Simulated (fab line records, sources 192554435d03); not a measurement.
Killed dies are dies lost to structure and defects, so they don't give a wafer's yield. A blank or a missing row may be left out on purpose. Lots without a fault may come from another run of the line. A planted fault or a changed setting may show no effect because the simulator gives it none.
fab line records | flow n5_finfet
record lots=24 wafers=72 last_day=17
route steps=1938 shown BEOL_M0_SAQP@666 BEOL_M0@716
lots that met no fault: from a run of the same line without faults
start_h: hours from the record's first day to the start of the lot's first wafer shown | wait_h: hours since the lot's step before | " the same as in the row above | L1.1+2: a row that stands for several wafers | - no value, or no start given | * or withheld: withheld | < > ~ a bound
route shown NAME@n: a module of which the file shows steps, and the number in the route of the first | usual: mean/standard deviation of fault-free wafers | same: alike in all rows | chamber/n: place in a boat | sites: the reading at each site | _std_site: their standard deviation | _edge_site: outer sites' mean less inner sites' | radius_mm: how far each site lies from the wafer's centre | mask NAME#n: copy n | behind: the tool/chamber that last shaped the wafer | hold: why the lot was held/for how many hours/how that ended | device: the transistor (n, p or np) that didn't switch | end of line: the same wafers' tests at the end of the route | a step without rows: its recipe alone | killed: dies lost to structure and defects at the first sort, not the wafer's yield | map: a wafer's dies, x killed, . not, _ none there
set.NAME: the setting as run; set.NAME@STEP: as run at that earlier step | model.NAME: the simulator's own value behind a step, which no gauge read
steps of the route over a sample of lots; a table a step, a row a wafer
services: from which hour (start_h, from the record's first day; less than 0 if before it) a tool's chamber was out of use, for how many hours, and why
## steps
# step N5_BEOL_M0_SAQP_CD_MEAS_25
# recipe target_cd_nm=13.1 landing_energy_ev=1000 detector=se_inlens
# usual cd_nm=12.80/0.21
# columns lot.wafer tool chamber start_h wait_h cd_nm
L074.3 cd_sem-01 0 109.52 0.1 12.80
L074.5 " 0 " " 12.71
L074.6 " 0 " " 12.56
L075.3 cd_sem-01 0 114.72 0.1 12.98
L075.4 " 0 " " 12.83
L075.6 " 0 " " 12.99
L076.3 cd_sem-01 0 128.81 0.1 12.81
L076.4 " 0 " " 12.52
L076.6 " 0 " " 12.82
L077.2 cd_sem-02 0 132.14 0.1 12.95
L077.5 " 0 " " 12.99
L077.6 " 0 " " 12.80
L078.1 cd_sem-02 0 142.13 0.1 12.64
L078.3 " 0 " " 12.93
L078.6 " 0 " " 12.93
L079.1 cd_sem-01 0 147.02 0.1 12.60
L079.3 " 0 " " 12.82
L079.5 " 0 " " 12.44
L080.1 cd_sem-03 0 149.58 0.1 12.46
L080.2 " 0 " " 12.86
L080.4 " 0 " " 12.66
L081.2 cd_sem-01 0 152.64 0.1 13.07
L081.5 " 0 " " 13.00
L081.6 " 0 " " 12.93
L082.1 cd_sem-02 0 159.43 0.1 12.99
L082.2 " 0 " " 12.69
L082.3 " 0 " " 13.07
L083.3 cd_sem-03 0 164.75 0.1 12.75
L083.4 " 0 " " 12.56
L083.5 " 0 " " 12.71
L084.3 cd_sem-03 0 171.77 0.1 12.93
L084.4 " 0 " " 12.63
L084.6 " 0 " " 12.98
L085.2 cd_sem-01 0 182.42 0.1 12.63
L085.4 " 0 " " 12.66
L085.5 " 0 " " 12.67
L086.2 cd_sem-03 0 185.87 0.1 12.79
L086.3 " 0 " " 12.72
L086.5 " 0 " " 13.22
L087.3 cd_sem-01 0 191.74 0.1 12.59
L087.4 " 0 " " 13.05
L087.5 " 0 " " 12.76
L088.1 cd_sem-02 0 198.81 0.1 12.35
L088.3 " 0 " " 13.09
L088.5 " 0 " " 12.64
L089.1 cd_sem-01 0 203.95 0.1 12.71
L089.5 " 0 " " 12.84
L089.6 " 0 " " 12.78
L090.2 cd_sem-02 0 210.56 0.1 12.47
L090.5 " 0 " " 12.43
L090.6 " 0 " " 13.03
L091.1 cd_sem-03 0 216.00 0.1 12.89
L091.2 " 0 " " 12.88
L091.6 " 0 " " 13.16
L092.1 cd_sem-03 0 222.03 0.1 12.92
L092.3 " 0 " " 12.80
L092.4 " 0 " " 12.62
L093.2 cd_sem-01 0 226.31 0.1 12.87
L093.4 " 0 " " 12.77
L093.5 " 0 " " 12.48
L094.1 cd_sem-01 0 232.94 0.1 12.76
L094.2 " 0 " " 12.76
L094.3 " 0 " " 12.79
L095.2 cd_sem-01 0 236.22 0.1 12.94
L095.3 " 0 " " 12.55
L095.5 " 0 " " 12.82
L096.2 cd_sem-02 0 239.34 0.1 13.21
L096.4 " 0 " " 13.08
L096.5 " 0 " " 12.87
L097.1 cd_sem-01 0 244.78 0.1 12.69
L097.3 " 0 " " 12.90
L097.5 " 0 " " 12.82
# step N5_BEOL_M0_HM_OPEN_105
# recipe chemistry=Cl2/BCl3 target_depth_a=120 target=TiN ion_energy_ev=150 pressure_mtorr=10 icp_w=1000 bias_w=126 Cl2_flow_sccm=53.25 bcl3_flow_sccm=21.75 Ar_flow_sccm=25
# usual drypump_motor_current_A=6.1/0.39 mfc_cl2_sccm=53.28/0.15 oes_product_au=0.84/0.056 rf_fwd_power_W=995.9/2.9 throttle_valve_pct=21.97/0.2
# columns lot.wafer tool chamber start_h wait_h drypump_motor_current_A mfc_cl2_sccm oes_product_au rf_fwd_power_W rf_hours_counter_h throttle_valve_pct
L074.3 rie_metal-02 0 117.61 3.2 6.4 53.39 0.78 994.9 - 21.71
L074.5 " 0 " " 6.4 53.16 0.79 997.2 - 21.71
L074.6 " 1 " " 5.2 53.15 0.87 995.1 - 21.89
L075.3 rie_metal-01 1 120.87 1.0 5.8 53.33 0.82 1002.4 - 21.90
L075.4 " 0 " " 5.8 53.33 0.82 993.5 - 21.85
L075.6 " 0 " " 5.8 53.64 0.82 998.4 - 21.86
L076.3 rie_metal-03 1 134.91 0.9 6.1 53.18 0.96 991.9 - 22.30
L076.4 " 0 " " 6.5 53.37 0.85 1002.0 - 21.85
L076.6 " 0 " " 6.5 53.27 0.85 996.8 - 21.84
L077.2 rie_metal-03 0 137.76 1.4 6.4 53.24 0.86 996.8 18 21.84
L077.5 " 0 " " 6.5 53.33 0.85 997.2 - 21.82
L077.6 " 1 " " 6.2 53.27 0.96 996.8 - 22.31
L078.1 rie_metal-03 0 146.51 0.3 6.5 53.06 0.85 998.8 19 21.84
L078.3 " 1 " " 6.1 53.25 0.93 996.7 - 22.30
L078.6 " 0 " " 6.5 53.22 0.85 997.0 - 21.84
L079.1 rie_metal-03 1 151.98 0.4 6.1 53.52 0.93 1003.3 2 22.31
L079.3 " 1 " " 6.2 53.35 0.93 998.9 - 22.29
L079.5 " 1 " " 6.1 53.62 0.92 1000.7 - 22.31
L080.1 rie_metal-03 0 154.43 0.1 6.5 53.48 0.84 998.5 20 21.85
L080.2 " 1 " " 6.2 53.46 0.92 997.1 2 22.30
L080.4 " 0 " " 6.5 53.27 0.84 996.8 - 21.83
L081.2 rie_metal-03 0 160.33 3.4 6.5 53.10 0.83 996.5 20 21.85
L081.5 " 1 " " 6.2 53.10 0.92 995.9 - 22.31
L081.6 " 0 " " 6.5 53.16 0.84 994.9 - 21.86
L082.1 rie_metal-03 1 163.85 0.2 6.2 53.28 0.92 997.1 3 22.31
L082.2 " 0 " " 6.5 53.60 0.84 996.3 21 21.84
L082.3 " 1 " " 6.1 53.23 0.92 993.7 - 22.31
L083.3 rie_metal-03 1 169.49 0.1 6.1 53.32 0.91 994.5 - 22.32
L083.4 " 0 " " 6.5 53.21 0.84 998.7 - 21.85
L083.5 " 0 " " 6.5 53.32 0.84 1000.6 - 21.84
L084.3 rie_metal-02 1 178.02 1.7 5.2 53.23 0.85 993.0 - 21.90
L084.4 " 0 " " 6.3 53.03 0.78 993.5 - 21.72
L084.6 " 1 " " 5.2 53.32 0.84 997.5 - 21.91
L086.2 rie_metal-01 0 191.63 0.4 5.8 53.20 0.79 991.1 41 21.87
L086.3 " 0 " " 5.8 53.03 0.79 995.9 - 21.88
L086.5 " 1 " " 5.8 53.02 0.79 996.5 - 21.94
L085.2 rie_metal-03 0 191.81 4.3 6.5 52.83 0.84 996.5 - 21.83
L085.4 " 0 " " 6.5 53.00 0.84 996.2 - 21.86
L085.5 " 0 " " 6.5 52.99 0.83 1000.2 - 21.85
L087.3 rie_metal-02 0 196.75 0.3 6.4 53.33 0.76 1001.0 - 21.69
L087.4 " 1 " " 5.2 53.36 0.85 995.8 - 21.90
L087.5 " 1 " " 5.2 53.22 0.85 992.4 - 21.92
L088.1 rie_metal-03 1 204.04 0.8 6.2 53.32 0.91 995.7 5 22.30
L088.3 " 1 " " 6.2 53.20 0.91 996.7 - 22.29
L088.5 " 1 " " 6.2 53.24 0.90 997.2 - 22.29
L089.1 rie_metal-01 1 208.99 1.2 5.8 53.32 0.78 996.2 35 21.94
L089.5 " 1 " " 5.8 53.28 0.79 1002.7 - 21.93
L089.6 " 0 " " 5.8 53.44 0.79 1001.6 - 21.87
L090.2 rie_metal-03 1 217.41 2.7 6.1 53.19 0.90 994.6 6 22.30
L090.5 " 0 " " 6.5 53.53 0.83 993.1 - 21.84
L090.6 " 1 " " 6.1 53.21 0.89 995.1 - 22.29
L091.1 rie_metal-03 0 220.49 0.1 6.5 53.34 0.83 994.4 25 21.86
L091.2 " 1 " " 6.2 53.25 0.89 995.9 7 22.30
L091.6 " 0 " " 6.5 53.25 0.83 997.8 - 21.84
L092.1 rie_metal-01 1 226.61 0.1 5.8 53.20 0.78 995.8 38 21.94
L092.3 " 1 " " 5.8 53.08 0.78 999.6 - 21.94
L092.4 " 0 " " 5.8 53.21 0.78 995.6 - 21.88
L093.2 rie_metal-03 1 231.96 1.7 6.2 53.24 0.89 993.5 7 22.33
L093.4 " 1 " " 6.2 53.66 0.89 990.6 - 22.28
L093.5 " 0 " " 6.5 53.28 0.82 994.1 - 21.86
L094.1 rie_metal-02 1 237.04 0.1 5.2 53.27 0.83 990.9 31 21.92
L094.2 " 0 " " 6.3 53.40 0.76 995.3 46 21.73
L094.3 " 0 " " 6.4 53.40 0.76 993.0 - 21.72
L095.2 rie_metal-02 0 241.65 0.6 6.3 53.35 0.75 1000.0 47 21.73
L095.3 " 1 " " 5.2 53.21 0.82 992.0 - 21.93
L095.5 " 1 " " 5.2 53.40 0.83 992.0 - 21.94
L096.2 rie_metal-01 0 249.09 3.3 5.8 53.21 0.78 997.4 48 21.87
L096.4 " 0 " " 5.8 53.57 0.78 995.0 - 21.88
L096.5 " 1 " " 5.8 53.08 0.77 993.8 - 21.94
L097.1 rie_metal-01 1 250.17 0.7 5.8 53.47 0.78 991.0 40 21.95
L097.3 " 1 " " 5.8 53.45 0.77 991.9 - 21.95
L097.5 " 1 " " 5.8 53.44 0.76 995.3 - 21.93
# step N5_BEOL_M0_STRIP_140
# recipe chemistry=CF4 resist=SiARC power_w=300 bias_power_w=75 pressure_mtorr=50 cf4_flow_sccm=150 rf_frequency_hz=6e+07
# usual drypump_motor_current_A=5.8/0.46 oes_product_au=0.75/0.055 rf_fwd_power_W=292.6/1 rf_vpp_V=271.7/1.5 showerhead_plenum_p_Torr=1.82/0.038 throttle_valve_pct=13.67/0.2
# columns lot.wafer tool chamber start_h wait_h drypump_motor_current_A oes_product_au rf_fwd_power_W rf_hours_counter_h rf_vpp_V showerhead_plenum_p_Torr throttle_valve_pct
L074.3 rie_diel-05 3 117.73 0.1 5.5 0.84 291.7 67 273.8 1.89 13.30
L074.5 " 2 " " 4.9 0.75 293.3 - 272.6 1.86 13.41
L074.6 " 3 " " 5.5 0.84 291.3 - 274.9 1.89 13.31
L075.3 rie_diel-02 0 120.99 0.1 6.5 0.87 293.6 40 273.1 1.89 13.48
L075.4 " 2 " " 5.1 0.73 292.4 175 273.0 1.79 13.97
L075.6 " 2 " " 5.1 0.73 290.7 - 270.9 1.79 13.98
L076.3 rie_diel-02 1 135.12 0.2 6.2 0.70 292.4 213 269.4 1.77 13.47
L076.4 " 2 " " 5.1 0.72 293.2 178 271.2 1.79 14.00
L076.6 " 3 " " 5.9 0.77 292.3 - 271.8 1.80 13.84
L077.2 rie_diel-06 2 138.05 0.2 5.5 0.79 293.2 98 273.1 1.81 13.47
L077.5 " 3 " " 5.7 0.82 291.6 - 271.8 1.81 13.57
L077.6 " 2 " " 5.5 0.79 293.1 - 271.5 1.81 13.47
L078.1 rie_diel-02 0 146.85 0.3 6.5 0.86 294.0 46 272.7 1.89 13.51
L078.3 " 3 " " 5.8 0.76 292.8 112 272.0 1.80 13.83
L078.6 " 1 " " 6.3 0.70 293.1 - 271.4 1.77 13.47
L079.1 rie_diel-05 1 152.18 0.1 6.2 0.84 291.3 71 270.3 1.82 13.58
L079.3 " 2 " " 4.9 0.74 292.3 176 271.8 1.86 13.41
L079.5 " 3 " " 5.4 0.83 291.8 - 273.2 1.88 13.34
L080.1 rie_diel-05 2 154.71 0.2 4.9 0.74 291.5 178 270.8 1.86 13.42
L080.2 " 1 " " 6.2 0.84 293.2 73 270.5 1.82 13.57
L080.4 " 3 " " 5.5 0.81 294.7 80 273.7 1.88 13.33
L081.2 rie_diel-06 3 160.50 0.1 5.7 0.82 292.8 82 271.7 1.81 13.58
L081.5 " 0 " " 6.4 0.71 292.7 - 268.9 1.79 13.92
L081.6 " 1 " " 5.7 0.70 292.0 - 272.1 1.86 13.83
L082.1 rie_diel-06 0 164.12 0.2 6.4 0.70 293.4 195 272.8 1.79 13.90
L082.2 " 3 " " 5.7 0.82 290.7 84 271.1 1.80 13.58
L082.3 " 2 " " 5.5 0.77 293.5 110 270.5 1.81 13.49
L083.3 rie_diel-05 1 169.89 0.4 6.2 0.83 291.8 81 273.4 1.81 13.57
L083.4 " 3 " " 5.5 0.81 292.9 - 273.2 1.88 13.36
L083.5 " 0 " " 5.5 0.76 292.8 - 272.3 1.80 13.79
L084.3 rie_diel-06 3 178.14 0.1 5.7 0.81 292.1 91 271.6 1.80 13.60
L084.4 " 2 " " 5.5 0.77 294.3 116 271.2 1.81 13.51
L084.6 " 2 " " 5.5 0.78 294.5 - 270.5 1.81 13.52
L086.2 rie_diel-06 0 191.89 0.2 6.4 0.69 293.6 206 272.9 1.78 13.95
L086.3 " 3 " " 5.7 0.80 292.6 95 270.9 1.80 13.61
L086.5 " 2 " " 5.5 0.76 293.5 - 273.1 1.80 13.53
L085.2 rie_diel-02 2 192.15 0.3 5.1 0.71 293.0 192 271.4 1.79 14.01
L085.4 " 0 " " 6.5 0.85 291.6 58 272.8 1.88 13.53
L085.5 " 2 " " 5.1 0.72 293.8 - 270.6 1.79 14.00
L087.3 rie_diel-06 2 196.91 0.1 5.5 0.77 293.4 123 271.6 1.80 13.52
L087.4 " 3 " " 5.7 0.80 292.7 99 270.3 1.80 13.63
L087.5 " 1 " " 5.7 0.69 291.6 - 271.3 1.86 13.81
L088.1 rie_diel-05 2 204.21 0.1 4.9 0.72 293.5 195 271.1 1.85 13.45
L088.3 " 3 " " 5.5 0.80 291.3 101 271.1 1.88 13.39
L088.5 " 2 " " 4.9 0.71 291.4 - 271.6 1.85 13.44
L089.1 rie_diel-06 0 209.23 0.2 6.4 0.69 292.9 213 272.4 1.78 13.98
L089.5 " 1 " " 5.7 0.68 293.7 - 273.2 1.86 13.84
L089.6 " 2 " " 5.5 0.76 293.2 - 273.1 1.80 13.53
L090.2 rie_diel-02 2 217.58 0.1 5.1 0.72 291.4 201 270.8 1.78 14.04
L090.5 " 3 " " 5.9 0.75 292.4 - 269.0 1.80 13.89
L090.6 " 0 " " 6.5 0.83 291.0 - 273.1 1.88 13.55
L091.1 rie_diel-06 2 220.66 0.1 5.5 0.75 292.4 132 271.5 1.80 13.55
L091.2 " 0 " " 6.4 0.68 292.9 218 268.5 1.78 13.97
L091.6 " 0 " " 6.4 0.70 292.9 - 270.2 1.78 13.97
L092.1 rie_diel-06 3 226.78 0.1 5.7 0.80 292.2 103 271.5 1.80 13.62
L092.3 " 0 " " 6.4 0.68 293.3 221 271.6 1.78 13.98
L092.4 " 2 " " 5.5 0.75 294.3 135 270.4 1.80 13.54
L093.2 rie_diel-02 3 232.15 0.1 5.9 0.74 292.2 139 270.4 1.80 13.90
L093.4 " 0 " " 6.5 0.82 295.9 - 272.2 1.88 13.56
L093.5 " 1 " " 6.3 0.69 290.3 - 269.7 1.76 13.54
L094.1 rie_diel-02 0 237.23 0.1 6.5 0.82 292.7 76 273.6 1.88 13.58
L094.2 " 1 " " 6.3 0.68 292.5 244 271.4 1.76 13.53
L094.3 " 3 " " 5.9 0.74 291.8 141 273.4 1.80 13.89
L095.2 rie_diel-05 3 241.82 0.1 5.5 0.78 292.8 114 273.1 1.87 13.40
L095.3 " 1 " " 6.2 0.80 293.1 108 271.3 1.81 13.66
L095.5 " 0 " " 5.5 0.75 293.1 - 271.7 1.79 13.84
L096.2 rie_diel-06 1 249.54 0.4 5.7 0.67 293.1 230 273.8 1.85 13.87
L096.4 " 3 " " 5.7 0.78 293.1 112 269.0 1.80 13.64
L096.5 " 0 " " 6.4 0.68 294.0 - 268.9 1.78 14.01
L097.1 rie_diel-02 0 250.53 0.3 6.5 0.82 291.0 81 274.3 1.88 13.59
L097.3 " 3 " " 5.9 0.73 292.6 144 272.5 1.80 13.92
L097.5 " 1 " " 6.3 0.68 293.0 - 267.9 1.76 13.55
# step N5_BEOL_M0_ETCH_128
# recipe chemistry=CF4/N2 target_depth_a=120 overetch_a=51 target=SiCN time_s=21.4 ion_energy_ev=150 pressure_mtorr=40 source_w=430 bias_w=70 Ar_flow_sccm=100 cf4_flow_sccm=60 n2_flow_sccm=60
# usual drypump_motor_current_A=5.7/0.49 oes_product_au=0.53/0.037 rf_fwd_power_W=425.2/1.9 rf_vpp_V=383.2/1.5 showerhead_plenum_p_Torr=2.24/0.047 throttle_valve_pct=15.50/0.22
# columns lot.wafer tool chamber start_h wait_h drypump_motor_current_A oes_product_au rf_fwd_power_W rf_hours_counter_h rf_vpp_V showerhead_plenum_p_Torr throttle_valve_pct
L074.3 rie_diel-05 2 117.87 0.0 4.9 0.51 426.6 164 384.4 2.29 15.18
L074.5 " 1 " " 6.2 0.60 425.6 - 382.8 2.24 15.42
L074.6 " 0 " " 5.5 0.56 422.8 - 382.9 2.23 15.63
L075.3 rie_diel-02 2 121.14 0.0 5.1 0.51 425.4 175 380.5 2.21 15.84
L075.4 " 0 " " 6.4 0.61 426.9 40 384.5 2.33 15.37
L075.6 " 1 " " 6.3 0.48 426.1 - 382.4 2.19 15.30
L076.3 rie_diel-05 0 135.27 0.0 5.5 0.55 422.1 101 383.6 2.23 15.64
L076.4 " 2 " " 4.9 0.52 427.5 170 385.7 2.29 15.22
L076.6 " 3 " " 5.5 0.57 428.8 - 384.3 2.32 15.17
L077.2 rie_diel-05 0 138.24 0.1 5.5 0.55 423.3 102 381.0 2.23 15.64
L077.5 " 0 " " 5.5 0.54 424.0 - 382.9 2.23 15.64
L077.6 " 3 " " 5.5 0.59 427.1 - 385.2 2.32 15.17
L078.1 rie_diel-02 3 147.69 0.7 5.9 0.52 422.8 113 382.2 2.22 15.72
L078.3 " 1 " " 6.3 0.48 424.1 216 382.5 2.18 15.31
L078.6 " 2 " " 5.1 0.50 425.2 - 381.6 2.20 15.87
L079.1 rie_diel-05 1 152.62 0.3 6.2 0.58 424.1 71 382.6 2.23 15.47
L079.3 " 3 " " 5.5 0.56 425.6 79 386.1 2.32 15.18
L079.5 " 0 " " 5.5 0.54 424.5 - 383.4 2.22 15.63
L080.1 rie_diel-05 1 155.36 0.5 6.2 0.58 426.4 73 383.3 2.23 15.47
L080.2 " 2 " " 4.9 0.50 425.8 178 383.9 2.28 15.21
L080.4 " 0 " " 5.5 0.54 423.9 108 382.3 2.22 15.65
L081.2 rie_diel-05 2 160.64 0.0 4.9 0.51 426.4 180 383.1 2.28 15.22
L081.5 " 3 " " 5.5 0.57 428.4 - 384.6 2.31 15.16
L081.6 " 0 " " 5.5 0.55 426.2 - 382.3 2.22 15.66
L082.1 rie_diel-05 3 164.82 0.6 5.5 0.56 429.1 84 384.3 2.31 15.17
L082.2 " 0 " " 5.5 0.53 424.6 112 383.8 2.22 15.67
L082.3 " 1 " " 6.2 0.56 423.5 77 383.7 2.23 15.47
L083.3 rie_diel-05 2 171.16 1.1 4.9 0.49 424.5 182 384.2 2.28 15.22
L083.4 " 1 " " 6.2 0.56 424.9 82 383.8 2.23 15.49
L083.5 " 0 " " 5.5 0.52 426.2 - 383.3 2.22 15.65
L084.3 rie_diel-06 1 178.63 0.4 5.7 0.49 422.0 203 384.2 2.27 15.57
L084.4 " 2 " " 5.5 0.54 428.3 116 383.5 2.22 15.37
L084.6 " 1 " " 5.7 0.49 422.8 - 385.9 2.27 15.57
L086.2 rie_diel-02 1 192.03 0.0 6.3 0.48 424.4 226 382.0 2.18 15.33
L086.3 " 0 " " 6.5 0.58 426.0 58 385.9 2.33 15.41
L086.5 " 3 " " 5.9 0.53 420.2 - 382.0 2.22 15.75
L085.2 rie_diel-02 1 192.58 0.3 6.2 0.48 425.7 227 381.2 2.18 15.32
L085.4 " 3 " " 5.9 0.54 421.5 123 384.1 2.22 15.72
L085.5 " 2 " " 5.1 0.50 425.0 - 380.5 2.20 15.88
L087.3 rie_diel-02 1 197.11 0.1 6.3 0.48 427.1 229 382.0 2.18 15.35
L087.4 " 2 " " 5.1 0.49 426.5 194 380.8 2.20 15.88
L087.5 " 2 " " 5.1 0.50 424.6 - 382.1 2.20 15.89
L088.1 rie_diel-05 3 204.36 0.0 5.5 0.55 426.4 101 384.4 2.31 15.22
L088.3 " 0 " " 5.5 0.52 424.4 129 382.1 2.22 15.70
L088.5 " 0 " " 5.5 0.52 425.6 - 382.3 2.22 15.70
L089.1 rie_diel-06 3 209.38 0.0 5.7 0.55 424.5 103 382.4 2.23 15.56
L089.5 " 1 " " 5.7 0.47 423.1 - 382.9 2.27 15.59
L089.6 " 0 " " 6.4 0.48 426.7 - 381.8 2.18 15.79
L090.2 rie_diel-02 1 217.73 0.0 6.2 0.47 425.4 236 381.2 2.18 15.36
L090.5 " 3 " " 5.9 0.52 422.3 - 382.5 2.21 15.76
L090.6 " 0 " " 6.5 0.58 425.0 - 385.7 2.32 15.43
L091.1 rie_diel-02 2 220.83 0.0 5.1 0.48 424.1 202 381.5 2.20 15.91
L091.2 " 3 " " 5.9 0.51 422.7 134 382.8 2.21 15.77
L091.6 " 3 " " 5.9 0.52 419.9 - 383.8 2.21 15.75
L092.1 rie_diel-06 0 227.03 0.0 6.4 0.47 427.0 221 379.9 2.18 15.82
L092.3 " 2 " " 5.5 0.52 425.4 135 382.6 2.22 15.39
L092.4 " 1 " " 5.7 0.48 426.4 223 384.3 2.27 15.61
L093.2 rie_diel-06 2 232.50 0.2 5.5 0.52 426.0 139 382.5 2.22 15.42
L093.4 " 3 " " 5.7 0.54 424.6 107 382.6 2.23 15.55
L093.5 " 3 " " 5.7 0.55 425.9 - 382.7 2.23 15.56
L094.1 rie_diel-02 0 237.40 0.0 6.5 0.55 428.7 76 385.7 2.32 15.43
L094.2 " 1 " " 6.3 0.47 422.3 244 382.4 2.17 15.36
L094.3 " 3 " " 5.9 0.51 421.8 141 382.6 2.21 15.78
L095.2 rie_diel-05 1 241.96 0.0 6.2 0.53 425.6 108 383.5 2.22 15.54
L095.3 " 3 " " 5.5 0.55 428.4 114 384.6 2.30 15.24
L095.5 " 0 " " 5.5 0.52 423.6 - 381.8 2.21 15.73
L096.2 rie_diel-05 1 249.73 0.0 6.2 0.55 426.9 111 382.4 2.22 15.53
L096.4 " 2 " " 4.9 0.49 426.3 211 382.8 2.27 15.29
L096.5 " 2 " " 4.9 0.48 425.9 - 383.0 2.27 15.30
L097.1 rie_diel-05 2 250.82 0.2 4.9 0.49 423.8 212 383.9 2.27 15.29
L097.3 " 0 " " 5.5 0.51 424.9 146 381.6 2.21 15.73
L097.5 " 2 " " 4.9 0.49 426.6 - 384.3 2.27 15.29
# step N5_BEOL_M0_SURFACE_TREAT_137
# recipe gas=Ar time_s=* ion_energy_ev=* ion_current_ma_cm2=0.5 pressure_mtorr=* ar_flow_sccm=30
# usual throttle_valve_pct=*
# columns lot.wafer tool chamber start_h wait_h throttle_valve_pct
L074.3 pvd_sputter-02 - 119.03 0.2 *
L074.5 " - " " *
L074.6 " - " " *
L075.3 pvd_sputter-03 - 122.21 0.2 *
L075.4 " - " " *
L075.6 " - " " *
L076.3 pvd_sputter-01 - 136.23 0.3 *
L076.4 " - " " *
L076.6 " - " " *
L077.2 pvd_sputter-01 - 139.41 0.2 *
L077.5 " - " " *
L077.6 " - " " *
L078.1 pvd_sputter-03 - 150.32 0.1 *
L078.3 " - " " *
L078.6 " - " " *
L079.1 pvd_sputter-03 - 154.42 0.1 *
L079.3 " - " " *
L079.5 " - " " *
L080.1 pvd_sputter-02 - 156.53 0.2 *
L080.2 " - " " *
L080.4 " - " " *
L081.2 pvd_sputter-03 - 162.83 0.1 *
L081.5 " - " " *
L081.6 " - " " *
L082.1 pvd_sputter-02 - 167.92 0.2 *
L082.2 " - " " *
L082.3 " - " " *
L083.3 pvd_sputter-01 - 175.91 0.2 *
L083.4 " - " " *
L083.5 " - " " *
L084.3 pvd_sputter-02 - 179.75 0.3 *
L084.4 " - " " *
L084.6 " - " " *
L086.2 pvd_sputter-02 - 193.53 0.2 *
L086.3 " - " " *
L086.5 " - " " *
L085.2 pvd_sputter-03 - 193.69 0.2 *
L085.4 " - " " *
L085.5 " - " " *
L087.3 pvd_sputter-03 - 198.61 0.3 *
L087.4 " - " " *
L087.5 " - " " *
L088.1 pvd_sputter-03 - 205.44 0.2 *
L088.3 " - " " *
L088.5 " - " " *
L089.1 pvd_sputter-01 - 210.79 0.1 *
L089.5 " - " " *
L089.6 " - " " *
L090.2 pvd_sputter-03 - 218.96 0.3 *
L090.5 " - " " *
L090.6 " - " " *
L091.1 pvd_sputter-02 - 222.84 0.8 *
L091.2 " - " " *
L091.6 " - " " *
L092.1 pvd_sputter-02 - 228.98 0.3 *
L092.3 " - " " *
L092.4 " - " " *
L093.2 pvd_sputter-03 - 233.85 0.3 *
L093.4 " - " " *
L093.5 " - " " *
L094.1 pvd_sputter-03 - 239.76 0.1 *
L094.2 " - " " *
L094.3 " - " " *
L095.2 pvd_sputter-02 - 243.46 0.2 *
L095.3 " - " " *
L095.5 " - " " *
L096.2 pvd_sputter-01 - 251.02 0.2 *
L096.4 " - " " *
L096.5 " - " " *
L097.1 pvd_sputter-03 - 253.41 0.1 *
L097.3 " - " " *
L097.5 " - " " *
# step N5_BEOL_M0_ANNEAL_135
# recipe temp_c=400 time_s=60 ambient=vacuum
# usual heater_power_w=796/63
# columns lot.wafer tool chamber start_h wait_h heater_power_w
L074.3 pvd_sputter-02 - 119.55 0.0 718
L074.5 " - " " 721
L074.6 " - " " 796
L075.3 pvd_sputter-03 - 122.75 0.0 857
L075.4 " - " " 807
L075.6 " - " " 857
L076.3 pvd_sputter-03 - 138.09 0.0 715
L076.4 " - " " 820
L076.6 " - " " 938
L077.2 pvd_sputter-01 - 139.89 0.0 753
L077.5 " - " " 815
L077.6 " - " " 814
L078.1 pvd_sputter-03 - 150.80 0.0 856
L078.3 " - " " 811
L078.6 " - " " 814
L079.1 pvd_sputter-03 - 155.10 0.0 924
L079.3 " - " " 702
L079.5 " - " " 918
L080.1 pvd_sputter-01 - 157.02 0.0 798
L080.2 " - " " 823
L080.4 " - " " 807
L081.2 pvd_sputter-02 - 164.22 0.0 774
L081.5 " - " " 724
L081.6 " - " " 797
L082.1 pvd_sputter-03 - 168.51 0.0 849
L082.2 " - " " 819
L082.3 " - " " 919
L083.3 pvd_sputter-01 - 176.67 0.0 791
L083.4 " - " " 751
L083.5 " - " " 807
L084.3 pvd_sputter-02 - 180.35 0.0 714
L084.4 " - " " 784
L084.6 " - " " 828
L086.2 pvd_sputter-03 - 194.13 0.0 860
L086.3 " - " " 717
L086.5 " - " " 803
L085.2 pvd_sputter-03 - 194.57 0.0 896
L085.4 " - " " 802
L085.5 " - " " 862
L087.3 pvd_sputter-02 - 199.15 0.0 786
L087.4 " - " " 711
L087.5 " - " " 787
L088.1 pvd_sputter-03 - 206.06 0.0 853
L088.3 " - " " 789
L088.5 " - " " 932
L089.1 pvd_sputter-03 - 211.31 0.0 732
L089.5 " - " " 814
L089.6 " - " " 712
L090.2 pvd_sputter-01 - 219.63 0.0 816
L090.5 " - " " 817
L090.6 " - " " 799
L091.1 pvd_sputter-02 - 223.42 0.0 705
L091.2 " - " " 801
L091.6 " - " " 772
L092.1 pvd_sputter-02 - 229.54 0.0 711
L092.3 " - " " 800
L092.4 " - " " 730
L093.2 pvd_sputter-02 - 235.72 0.0 776
L093.4 " - " " 802
L093.5 " - " " 772
L094.1 pvd_sputter-03 - 240.24 0.0 804
L094.2 " - " " 843
L094.3 " - " " 900
L095.2 pvd_sputter-01 - 244.90 0.0 829
L095.3 " - " " 740
L095.5 " - " " 825
L096.2 pvd_sputter-01 - 251.50 0.0 773
L096.4 " - " " 806
L096.5 " - " " 820
L097.1 pvd_sputter-02 - 253.98 0.0 727
L097.3 " - " " 796
L097.5 " - " " 723
## services
# columns tool chamber start_h hours kind
pvd_sputter-02 - 94.48 11.2 repair
rie_metal-03 1 95.95 - clean
rie_metal-03 1 95.95 31.9 scheduled_down
rie_metal-03 1 95.95 31.9 vent_cycle
pvd_sputter-02 - 124.06 2.1 repair
rie_metal-02 - 141.53 14.6 pm
rie_diel-02 - 156.72 16.8 repair
rie_diel-06 1 161.09 4.9 repair
rie_diel-05 2 164.28 5.6 repair
rie_metal-03 1 181.20 12.1 repair
rie_diel-06 3 211.16 15.1 repair
rie_diel-02 2 226.34 13.2 repair
rie_diel-06 1 233.21 4.6 repair
rie_diel-06 - 242.52 0.3 repair
rie_metal-03 - 249.95 2.8 pm
rie_diel-02 1 251.75 - clean
rie_diel-02 1 251.75 - consumable_replace:focus_ring
rie_diel-02 1 251.75 19.5 scheduled_down
rie_diel-02 1 251.75 19.5 vent_cycle
## key
fault none
